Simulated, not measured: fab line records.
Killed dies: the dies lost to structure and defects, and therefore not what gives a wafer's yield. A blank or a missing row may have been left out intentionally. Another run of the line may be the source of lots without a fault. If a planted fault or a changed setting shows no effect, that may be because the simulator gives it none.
A lot that was struck, set against a sound lot ; flow n5Finfet ; 30 steps out of a route of 1938
Sound: these wafers, L199.2, L199.3, L199.6. Struck: wafer L207.3 (L207.1, L207.6, from the same lot, were not struck and are left out); the cause is given at the end.
Per side, at each step with rows, come the tool, then ch with its chambers, and then its first start. Under that, the readings that differ: sound wafers ; struck wafers ; difference of the means ; sigmas: that difference in standard deviations of wafers without a fault.
alike: readings with means less than 2 such deviations apart, plus words and numbers identical on both sides. not compared: withheld readings, readings lacking a value on some wafer, bounds such as >300 that could conceal the same value, and numbers that have no deviation in the record and whose values overlap.
The two part at a step that has a row with sigmas, a row that says differs or no value, or rows on one side only. Non-overlapping numbers with no deviation appear without sigmas and do not part them. A reading that every wafer of one side lacks parts them only if that side has two wafers or more.

N5_HKMG_FIN_ETCH_58: etches SOC in N2/H2, target depth 215.8 nm, time 741 s.
  sound on rieDiel-06 ch 0,1,2, day 4 06:25; struck on rieDiel-06 ch 1, day 6 01:33
  alike: drypumpMotorCurrentA, oesProductAu, rfVppV, showerheadPlenumPTorr, throttleValvePct
  not compared: rfHoursCounterH
N5_HKMG_FIN_STRIP_93: strips SOC in N2/H2, time 20 s.
  sound on rieDiel-06 ch 0,1,2, day 4 06:50; struck on rieDiel-06 ch 1, day 6 01:59
  alike: drypumpMotorCurrentA, oesProductAu, rfVppV, showerheadPlenumPTorr, throttleValvePct
  not compared: rfHoursCounterH
then, 5 steps without rows for these wafers: N5_HKMG_FIN_WET_ETCH_76 (etches Al2O3 in dNH4OH, stops on La2O3, target depth 2.25 nm, rinse time 30 s); N5_HKMG_FIN_STRIP_60 (strips in N2/H2, time 360 s); N5_HKMG_FIN_WET_ETCH_77 (etches La2O3 in dHCl, stops on HfO2, target depth 2 nm); N5_HKMG_FIN_WET_ETCH_78 (etches Al2O3 in dNH4OH, stops on La2O3, target depth 4.5 nm, rinse time 30 s); N5_HKMG_FIN_ALD_79 (deposits TiN, target thk 1.5 nm, pulse time 1 s, purge time 3 s).
N5_HKMG_FIN_CVD_62: deposits a-Si from Si2H6, target thk 3 nm, time 20.8 s.
  sound on thermalCvdSi-02 ch 0,1,2, day 4 07:50; struck on thermalCvdSi-02 ch 2, day 6 02:59
  alike: heaterPowerW
then, 4 steps without rows for these wafers: N5_HKMG_FIN_RTA_80 (time 2 s); N5_HKMG_FIN_PRECLEAN_64 (cleans in dHF, time 30 s); N5_HKMG_FIN_WET_ETCH_65 (etches a-Si in TMAH, stops on TiN, time 49 s, target depth 3 nm); N5_HKMG_FIN_WET_ETCH_81 (etches TiN in SC1, stops on HfO2, time 57 s, target depth 6 nm).
N5_HKMG_FIN_WET_ETCH_82: etches La2O3 in dHCl, stops on HfO2, target depth 2 nm, rinse time 30 s.
  sound on wetBench-01 ch 0,2,4, day 4 08:11; struck on wetBench-01 ch 2,3,5, day 6 03:27
N5_HKMG_FIN_ALD_36: deposits TiN, target thk 1 nm, pulse time 1 s, purge time 3 s.
  sound on aldMetal-04 ch 0,2,3, day 4 08:14; struck on aldMetal-03 ch 2, day 6 03:31
  alike: heaterPowerW, precursorPulseHeightRel
N5_HKMG_FIN_THK_MEAS_70: measures by xrf.
  sound on filmMetro-01, day 4 08:31; struck on filmMetro-02, day 6 03:47
  alike: HK_THK
N5_HKMG_FIN_PWFM_ALD_03: deposits TiN, target thk 2 nm, pulse time 1 s, purge time 3 s.
  sound on aldMetal-01 ch 0,1,2, day 4 08:33; struck on aldMetal-04 ch 2, day 6 03:50
  alike: heaterPowerW, precursorPulseHeightRel
then, 8 steps without rows for these wafers: N5_HKMG_FIN_COAT_29 (time 60 s, resist thk 300 nm); N5_HKMG_FIN_COAT_30 (time 60 s, resist thk 35 nm); N5_HKMG_FIN_COAT_06 (resist thk 90 nm); N5_HKMG_FIN_EBR_08; N5_HKMG_FIN_SOFTBAKE_07 (time 60 s); N5_HKMG_FIN_EXPOSE_09 (exposes mask NWFM); N5_HKMG_FIN_PEB_10 (peb time 60 s); N5_HKMG_FIN_DEVELOP_11 (develop time 30 s).
N5_HKMG_FIN_CD_MEAS_12: the cd target is 92.8 nm.
  sound on cdSem-02 ch 0, day 4 09:16; struck on cdSem-02 ch 0, day 6 04:40
  alike: cdNm
N5_HKMG_FIN_OVL_MEAS_13:
  sound on overlay-02 ch 0, day 4 09:18; struck on overlay-02 ch 0, day 6 04:42
  alike: NWFM_OVL
N5_HKMG_FIN_INSPECT_14: inspects for defects (macro).
  sound on defectInspect-01, day 4 09:19; struck on defectInspect-01, day 6 04:43
reading;sound;struck;difference;sigmas
rawDefectCount;5 6 3;>300;differs;
then, 1 step without rows for these wafers: N5_HKMG_FIN_DESCUM_17 (chemistry O2, time 7.9 s).
-- here the record skips 5 days between the struck wafers' starts before and after, leaving off in module HKMG_FIN and picking up in module BEOL_M4 (first step shown: number 1111 of the route) --
N5_BEOL_M4_RC_MEAS_101:
  sound on prober-01 ch 0, day 8 02:30; struck on prober-01 ch 0, day 11 07:55
  alike: DIBL_N, DIBL_P, IOFF_N, IOFF_P, ION_N, ION_P, SS_N, SS_P, VT_N, VT_P
-- a jump in the record: the struck wafers' starts before and after are 5 days apart (it breaks off in module BEOL_M4 and resumes in module PASSIVATION, where the first step shown is number 1936 of the route) --
N5_PASSIVATION_PROBE_49:
  only the struck wafers here have rows in the record (prober-02, day 15 20:27); the sound ones have none

WHERE THEY PART
Earliest at N5_HKMG_FIN_INSPECT_14; latest, in this record, at N5_PASSIVATION_PROBE_49.

WHY: what the simulator had put in
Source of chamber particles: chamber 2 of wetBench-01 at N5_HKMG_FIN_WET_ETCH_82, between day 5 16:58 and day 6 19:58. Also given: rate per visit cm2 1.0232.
